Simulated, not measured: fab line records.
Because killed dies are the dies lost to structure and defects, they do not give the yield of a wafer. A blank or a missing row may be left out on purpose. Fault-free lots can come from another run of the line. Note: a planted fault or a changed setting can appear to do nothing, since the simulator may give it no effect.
Split-lot trial ; flow n5_finfet ; route with 1938 steps; 7 lots, 39 wafers read

SPLIT DETAILS
At N5_WELL_APT_IMPLANT_14, the setting energy_kev was moved away from the recipe's 160 on 15 of the 39 wafers read, by -6.1% to +10.1%. All remaining wafers had this setting at the recipe value.

The split's own step is where the reading is taken.

THE READING
The simulator's own value implant.drp_nm, read by no gauge, in nm at N5_WELL_APT_IMPLANT_14. The file gives no usual value for it.

wafer;tool, chamber at the split;energy_kev as run;against the recipe;implant.drp_nm, nm;against lot-mates on the recipe
L075.1;implanter-02, 0;150.3;-6.1%;62.9;-3.00
L075.3;implanter-02, 0;150.3;-6.1%;62.9;-3.00
L075.4;implanter-02, 0;150.3;-6.1%;62.9;-3.00
L075.2;implanter-02, 0;160;recipe;65.9;-
L075.5;implanter-02, 0;160;recipe;65.9;-
L075.6;implanter-02, 0;160;recipe;65.9;-
L079.1;implanter-01, 0;173.7;+8.6%;70.02;+4.12
L079.2;implanter-01, 0;173.7;+8.6%;70.02;+4.12
L079.6;implanter-01, 0;173.7;+8.6%;70.02;+4.12
L079.3;implanter-01, 0;160;recipe;65.9;-
L079.4;implanter-01, 0;160;recipe;65.9;-
L079.5;implanter-01, 0;160;recipe;65.9;-
L081.1;implanter-01, 0;167;+4.4%;68;+2.10
L081.2;implanter-01, 0;167;+4.4%;68;+2.10
L081.4;implanter-01, 0;167;+4.4%;68;+2.10
L081.3;implanter-01, 0;160;recipe;65.9;-
L081.5;implanter-01, 0;160;recipe;65.9;-
L081.6;implanter-01, 0;160;recipe;65.9;-
L089.1;implanter-01, 0;160;recipe;65.9;-
L089.3;implanter-01, 0;160;recipe;65.9;-
L089.4;implanter-01, 0;160;recipe;65.9;-
L090.1;implanter-02, 0;172.9;+8.1%;69.78;+3.88
L090.5;implanter-02, 0;172.9;+8.1%;69.78;+3.88
L090.6;implanter-02, 0;172.9;+8.1%;69.78;+3.88
L090.2;implanter-02, 0;160;recipe;65.9;-
L090.3;implanter-02, 0;160;recipe;65.9;-
L090.4;implanter-02, 0;160;recipe;65.9;-
L095.1;implanter-02, 0;160;recipe;65.9;-
L095.2;implanter-02, 0;160;recipe;65.9;-
L095.3;implanter-02, 0;160;recipe;65.9;-
L095.4;implanter-02, 0;160;recipe;65.9;-
L095.5;implanter-02, 0;160;recipe;65.9;-
L095.6;implanter-02, 0;160;recipe;65.9;-
L096.1;implanter-02, 0;176.1;+10.1%;70.75;+4.85
L096.3;implanter-02, 0;176.1;+10.1%;70.75;+4.85
L096.6;implanter-02, 0;176.1;+10.1%;70.75;+4.85
L096.2;implanter-02, 0;160;recipe;65.9;-
L096.4;implanter-02, 0;160;recipe;65.9;-
L096.5;implanter-02, 0;160;recipe;65.9;-

THE FIT
A straight line over all 39 wafers: implant.drp_nm changes by +0.484 nm for each +1% of energy_kev; r = +1.00; the points scatter about the line by 0.019 nm.
The same after taking each lot's own level away (the mean of its wafers on the recipe; 39 wafers): +0.484 nm for each +1%; r = +1.00; scatter 0.019 nm.
On that fit, the largest move of energy_kev shifts the reading by 4.9 nm.
The lots' own levels span 65.900 to 65.900 nm.
Consequently the slope shifts little with the lot-to-lot level, the two slopes agreeing.
Check: for one of the wafers moved furthest among these (+10.1%), held out of the fit, the line's prediction against its lot-mates is +4.86 nm. Against them it came out at +4.85 nm.

THE WHOLE CHAIN: every reading that the file lists as answering this split, in the file's order
step;what it does;reading;change (the file's fit);r (the file's)
N5_WELL_APT_IMPLANT_14;;implant.rp_nm (the simulator's own value, which no gauge read);+2.09 nm for each +1% of the setting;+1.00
N5_WELL_APT_IMPLANT_14;;implant.drp_nm (the simulator's own value, which no gauge read);+0.483 nm for each +1% of the setting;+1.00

THE FILE'S OWN FIT
implant.drp_nm changes by +0.483 nm for each +1% of energy_kev, r = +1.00.
